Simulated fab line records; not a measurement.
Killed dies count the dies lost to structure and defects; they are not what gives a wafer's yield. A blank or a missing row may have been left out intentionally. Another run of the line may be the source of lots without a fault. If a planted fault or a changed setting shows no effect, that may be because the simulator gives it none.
Split-lot trial / flow n5Finfet / 7 lots, 21 wafers read, on a route of 1938 steps

== ON THE SPLIT ==
At N5_FIN_CUT_CUT_ETCH_26 (etches SiNx in CH3F/O2, target depth 39 nm, time 55.7 s), the setting timeS was moved away from the recipe's 55.7 s on 4 of the 21 wafers read, by -19.1% to +19.0%. The other wafers ran this setting at the recipe's value.

== FROM THE SPLIT TO THE READING: what the file shows between them, 3 steps ==
- N5_FIN_CUT_CUT_ETCH_27: etches SiO2 in CHF3/O2, target depth 4 nm, overetch 2 nm, time 4.9 s
- N5_FIN_CUT_PRECLEAN_35: cleans in vHF, time 13.3 s
- N5_FIN_CUT_CUT_ETCH_15: etches Si in HBr/Cl2/O2, target depth 100 nm, bt time 10 s, time 42.4 s

== THE READING ==
SOC_of_FIN_CUT_COAT_18.thkNm (the simulator's own value, which no gauge read), in nm, at N5_FIN_CUT_CUT_ETCH_28 (etches Si in HBr/Cl2/O2, target depth 6 nm, time 2.4 s). The file does not state a usual value for it. Here, 17 wafers ran the recipe; their average is 168.4 nm with a standard deviation of 0.67 nm.

wafer=L074.2; tool, chamber at the split=rieDiel-03, 0; timeS as run, s=55.7; against the recipe=recipe; SOC_of_FIN_CUT_COAT_18.thkNm, nm=169; against lot-mates on the recipe=-
wafer=L074.4; tool, chamber at the split=rieDiel-03, 3; timeS as run, s=55.7; against the recipe=recipe; SOC_of_FIN_CUT_COAT_18.thkNm, nm=169.2; against lot-mates on the recipe=-
wafer=L074.6; tool, chamber at the split=rieDiel-03, 0; timeS as run, s=55.7; against the recipe=recipe; SOC_of_FIN_CUT_COAT_18.thkNm, nm=168.4; against lot-mates on the recipe=-
wafer=L076.1; tool, chamber at the split=rieDiel-06, 2; timeS as run, s=55.7; against the recipe=recipe; SOC_of_FIN_CUT_COAT_18.thkNm, nm=169.8; against lot-mates on the recipe=-
wafer=L076.4; tool, chamber at the split=rieDiel-06, 1; timeS as run, s=55.7; against the recipe=recipe; SOC_of_FIN_CUT_COAT_18.thkNm, nm=168.8; against lot-mates on the recipe=-
wafer=L076.6; tool, chamber at the split=rieDiel-06, 2; timeS as run, s=55.7; against the recipe=recipe; SOC_of_FIN_CUT_COAT_18.thkNm, nm=168.4; against lot-mates on the recipe=-
wafer=L080.1; tool, chamber at the split=rieDiel-03, 2; timeS as run, s=55.7; against the recipe=recipe; SOC_of_FIN_CUT_COAT_18.thkNm, nm=169; against lot-mates on the recipe=-
wafer=L080.5; tool, chamber at the split=rieDiel-03, 3; timeS as run, s=55.7; against the recipe=recipe; SOC_of_FIN_CUT_COAT_18.thkNm, nm=169; against lot-mates on the recipe=-
wafer=L080.4; tool, chamber at the split=rieDiel-03, 3; timeS as run, s=51.6; against the recipe=-7.4%; SOC_of_FIN_CUT_COAT_18.thkNm, nm=172; against lot-mates on the recipe=+3.0
wafer=L083.1; tool, chamber at the split=rieDiel-06, 3; timeS as run, s=55.7; against the recipe=recipe; SOC_of_FIN_CUT_COAT_18.thkNm, nm=167.8; against lot-mates on the recipe=-
wafer=L083.3; tool, chamber at the split=rieDiel-06, 2; timeS as run, s=55.7; against the recipe=recipe; SOC_of_FIN_CUT_COAT_18.thkNm, nm=167.6; against lot-mates on the recipe=-
wafer=L083.5; tool, chamber at the split=rieDiel-06, 1; timeS as run, s=55.7; against the recipe=recipe; SOC_of_FIN_CUT_COAT_18.thkNm, nm=168; against lot-mates on the recipe=-
wafer=L089.1; tool, chamber at the split=rieDiel-02, 1; timeS as run, s=55.7; against the recipe=recipe; SOC_of_FIN_CUT_COAT_18.thkNm, nm=168; against lot-mates on the recipe=-
wafer=L089.3; tool, chamber at the split=rieDiel-02, 2; timeS as run, s=55.7; against the recipe=recipe; SOC_of_FIN_CUT_COAT_18.thkNm, nm=168; against lot-mates on the recipe=-
wafer=L089.5; tool, chamber at the split=rieDiel-02, 1; timeS as run, s=55.7; against the recipe=recipe; SOC_of_FIN_CUT_COAT_18.thkNm, nm=168.8; against lot-mates on the recipe=-
wafer=L096.3; tool, chamber at the split=rieDiel-03, 3; timeS as run, s=45.07; against the recipe=-19.1%; SOC_of_FIN_CUT_COAT_18.thkNm, nm=171.6; against lot-mates on the recipe=+4.2
wafer=L096.5; tool, chamber at the split=rieDiel-03, 3; timeS as run, s=45.07; against the recipe=-19.1%; SOC_of_FIN_CUT_COAT_18.thkNm, nm=171.6; against lot-mates on the recipe=+4.2
wafer=L096.6; tool, chamber at the split=rieDiel-03, 0; timeS as run, s=55.7; against the recipe=recipe; SOC_of_FIN_CUT_COAT_18.thkNm, nm=167.4; against lot-mates on the recipe=-
wafer=L097.1; tool, chamber at the split=rieDiel-06, 0; timeS as run, s=66.26; against the recipe=+19.0%; SOC_of_FIN_CUT_COAT_18.thkNm, nm=163.8; against lot-mates on the recipe=-4.3
wafer=L097.2; tool, chamber at the split=rieDiel-06, 3; timeS as run, s=55.7; against the recipe=recipe; SOC_of_FIN_CUT_COAT_18.thkNm, nm=168.8; against lot-mates on the recipe=-
wafer=L097.5; tool, chamber at the split=rieDiel-06, 0; timeS as run, s=55.7; against the recipe=recipe; SOC_of_FIN_CUT_COAT_18.thkNm, nm=167.4; against lot-mates on the recipe=-

THE FIT
A straight line over all 21 wafers: SOC_of_FIN_CUT_COAT_18.thkNm changes by -0.206 nm for each +1% of timeS; r = -0.88; the points scatter about the line by 0.84 nm.
The same after taking each lot's own level away (the mean of its wafers on the recipe; 21 wafers): -0.23 nm for each +1%; r = -0.96; scatter 0.49 nm.
According to that fit, moving timeS by its largest amount changes the reading by 4.4 nm.
Across the lots, their own levels run from 167.40 to 169.00 nm, a range of 2.4 times the standard deviation given above.
So the slope is not independent of the lot-to-lot level: the two fits are not the same.
Check: +4.55 nm against its lot-mates is what the line predicts for one of the wafers moved furthest among these (-19.1%) when that wafer is left out of the fit. It came out at +4.2 nm against them.

== FURTHER SPLITS ON THESE WAFERS ==
Other splits were also applied to these wafers ahead of the reading. Each is held against what the fit with the lots' levels taken away leaves over:
other split on the same wafers=N5_WELL_APT_COAT_02 spinRpm; wafers away from the commonest value=6; r with SOC_of_FIN_CUT_COAT_18.thkNm (lot level and that fit taken away)=+0.01
other split on the same wafers=N5_WELL_APT_EXPOSE_22 doseMj; wafers away from the commonest value=2; r with SOC_of_FIN_CUT_COAT_18.thkNm (lot level and that fit taken away)=-0.56
other split on the same wafers=N5_FIN_SAQP_SPACER1_ALD_24 tempC; wafers away from the commonest value=9; r with SOC_of_FIN_CUT_COAT_18.thkNm (lot level and that fit taken away)=-0.08
other split on the same wafers=N5_FIN_SAQP_ETCH_65 timeS; wafers away from the commonest value=7; r with SOC_of_FIN_CUT_COAT_18.thkNm (lot level and that fit taken away)=+0.02

== THE WHOLE CHAIN: every reading that the file lists as answering this split, in the file's order ==
step=N5_FIN_CUT_CUT_ETCH_26; what it does=etches SiNx in CH3F/O2, target depth 39 nm, time 55.7 s; reading=etch.depthNm (the simulator's own value, which no gauge read); change (the file's fit)=+0.373 nm for each +1% of the setting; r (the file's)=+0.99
step=N5_FIN_CUT_CUT_ETCH_26; what it does=etches SiNx in CH3F/O2, target depth 39 nm, time 55.7 s; reading=SOC_of_FIN_CUT_COAT_18.thkNm (the simulator's own value, which no gauge read); change (the file's fit)=-0.165 nm for each +1% of the setting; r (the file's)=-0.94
step=N5_FIN_CUT_CUT_ETCH_15; what it does=etches Si in HBr/Cl2/O2, target depth 100 nm, bt time 10 s, time 42.4 s; reading=SOC_of_FIN_CUT_COAT_18.thkNm (the simulator's own value, which no gauge read); change (the file's fit)=-0.234 nm for each +1% of the setting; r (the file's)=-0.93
step=N5_FIN_CUT_CUT_ETCH_28; what it does=etches Si in HBr/Cl2/O2, target depth 6 nm, time 2.4 s; reading=SOC_of_FIN_CUT_COAT_18.thkNm (the simulator's own value, which no gauge read); change (the file's fit)=-0.236 nm for each +1% of the setting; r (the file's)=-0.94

== FILE'S OWN FIT ==
SOC_of_FIN_CUT_COAT_18.thkNm changes by -0.236 nm for each +1% of timeS, r = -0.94.
